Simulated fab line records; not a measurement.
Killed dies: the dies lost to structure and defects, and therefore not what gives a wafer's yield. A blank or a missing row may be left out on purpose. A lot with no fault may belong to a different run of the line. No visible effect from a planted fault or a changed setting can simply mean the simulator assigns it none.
A struck lot beside a sound one | flow n5-finfet | 23 steps out of a route of 1938
Sound: wafers L941.1, L941.2, L941.4. Wafers struck: L948.2, L948.4, L948.6. At the end, the cause is stated.
Order at every step that has rows: each side's tool, ch and its chambers, its first start. Under that, the readings that differ: sound wafers | struck wafers | difference of the means | sigmas: that difference in standard deviations of wafers without a fault.
alike: readings with means less than 2 such deviations apart, plus words and numbers identical on both sides. not compared: withheld readings, readings lacking a value on some wafer, bounds such as >300 that could conceal the same value, and numbers that have no deviation in the record and whose values overlap.
A row with sigmas, a row that says differs or no value, or rows on one side alone: a step with any of these is where the two part. Numbers that have no deviation but don't overlap get no sigmas and don't part them. A reading missing from all wafers of one side parts the sides only when that side holds two or more wafers.

first, 8 steps without rows for these wafers: N5_BEOL_M11_CVD_75 (deposits Co from CCTBA/H2, target thk 2 nm, time 138.9 s); N5_BEOL_M11_SPUTTER_48 (material Cu, target thk 12 nm, time 2 s); N5_BEOL_M11_ECD_50 (material Cu, target thk 318 nm); N5_BEOL_M11_ANNEAL_51 (time 90 s); N5_BEOL_M11_CMP_52 (polishes, stops on SiCOH lowk, t overpolish 7 s, target thk 140 nm); N5_BEOL_M11_PRE_CLEAN_55 (time 15 s); N5_BEOL_M11_DEP_56 (deposits SiCN from 3MS/NH3, target thk 30 nm, time 10.5 s); N5_BEOL_M12_ILD_DEP_00 (deposits SiOC from DEMS/O2, target thk 658.92 nm, time 130.7 s).
N5_BEOL_M12_COAT_58: time 60 s, resist thk 89 nm.
  sound on litho-track-05 ch 0, day 11 13:02; struck on litho-track-05 ch 0, day 13 10:55
  reading                                    | sound                | struck               | difference | sigmas
  spin-speed-rpm (rpm)                       | 1500.0 1498.8 1499.3 | 1459.3 1458.4 1459.9 | -40.2      | -37
  model.BARC_of_BEOL_M12_COAT_58.thk-nm (nm) | 89 88.8 89           | 90.2 90 90.4         | +1.3       |
  alike: dispense-pressure-kPa
then, 8 steps without rows for these wafers: N5_BEOL_M12_COAT_04 (resist thk 400 nm); N5_BEOL_M12_EBR_06; N5_BEOL_M12_SOFTBAKE_05 (time 60 s); N5_BEOL_M12_EXPOSE_07 (exposes mask V11); N5_BEOL_M12_PEB_08 (peb time 90 s); N5_BEOL_M12_DEVELOP_09 (develop time 45 s); N5_BEOL_M12_HARDBAKE_14 (time 120 s); N5_BEOL_M12_DESCUM_15 (chemistry O2, time 7.9 s).
N5_BEOL_M12_ETCH_59: etches BARC in N2/H2, target depth 89 nm, overetch 26.7 nm, time 67.9 s.
  sound on rie-diel-02 ch 0,1,2, day 11 13:33; struck on rie-diel-05 ch 2,3, day 13 11:26
  reading                  | sound          | struck            | difference | sigmas
  model.etch.depth-nm (nm) | 89.02 88.72 89 | 90.13 90.03 90.36 | +1.26      |
  alike: drypump-motor-current-A, oes-product-au, rf-vpp-V, showerhead-plenum-p-Torr, throttle-valve-pct
  not compared: rf-hours-counter-h
then, 2 steps without rows for these wafers: N5_BEOL_M12_VIA_ETCH_16 (etches SiOC in C4F8/O2/Ar, target depth 724.8 nm); N5_BEOL_M12_STRIP_63 (strips in N2/H2).
N5_BEOL_M12_STRIP_64: strips in N2/H2.
  sound on plasma-asher-01 ch 0,1, day 11 13:52; struck on plasma-asher-01 ch 0,1, day 13 11:44
  reading                      | sound             | struck            | difference | sigmas
  strip-time-to-endpoint-s (s) | 31.31 31.23 31.31 | 31.62 31.61 31.69 | +0.36      | +5
  alike: drypump-motor-current-A, heater-power-w, oes-product-au
  not compared: rf-hours-counter-h
then, 2 steps without rows for these wafers: N5_BEOL_M12_STRIP_71 (strips in post etch residue remover, time 60 s); N5_PASSIVATION_PROBE_49.

== WHERE THEY PART ==
Last at N5_BEOL_M12_STRIP_64 as far as this record goes, first at N5_BEOL_M12_COAT_58.

WHY: what the simulator had put in
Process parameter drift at N5_BEOL_M12_COAT_58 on litho-track-05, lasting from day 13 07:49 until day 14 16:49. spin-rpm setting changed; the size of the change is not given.
